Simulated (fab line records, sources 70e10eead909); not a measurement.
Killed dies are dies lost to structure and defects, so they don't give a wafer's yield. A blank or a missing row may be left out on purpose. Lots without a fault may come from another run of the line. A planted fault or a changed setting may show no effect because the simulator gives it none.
Chamber matching | flow nand_harc | NHARC_A_STAIRCASE_STRIP_476 on rie_diel-02: 4 sister chambers
The step strips in O2, time 20 s. 4 wafers are shown with their chamber, then 7 later ones without.

WAFERS WITH THEIR CHAMBER
wafer  | chamber | drypump_motor_current_A (A)
L267.5 | 0       | 6.7
L267.6 | 1       | 5.0
L274.2 | 2       | 5.5
L274.3 | 3       | 5.5

WAFERS WITHOUT THEIR CHAMBER
wafer  | drypump_motor_current_A (A)
L274.4 | 6.7
L277.1 | 5.1
L277.4 | 6.6
L277.5 | 5.5
L278.1 | 5.6
L278.3 | 5.1
L278.5 | 5.1

WHICH CHAMBER EACH WENT THROUGH
wafer  | from the rows above     | in truth
L274.4 | 0                       | 0
L277.1 | 1                       | 1
L277.4 | 0                       | 0
L277.5 | can't be placed: 2 or 3 | 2
L278.1 | can't be placed: 2 or 3 | 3
L278.3 | 1                       | 1
L278.5 | 1                       | 1
Placed correctly: 5 of 7. Can't be placed from these rows: 2 (the true chamber is among the candidates in 2). Placed wrongly: 0.
How it was worked out, from the rows above alone: a wafer's distance from a chamber is the root of the sum, over the readings, of the square of ((its reading less the chamber's mean) divided by the reading's scatter). The wafer belongs to the nearest chamber; if the next one is less than 2 further off, it can't be placed. A chamber's mean is the mean of its shown wafers. The scatter: with one shown wafer a chamber, the root of the mean of the squares of how far each hidden wafer lies from its nearest shown one.
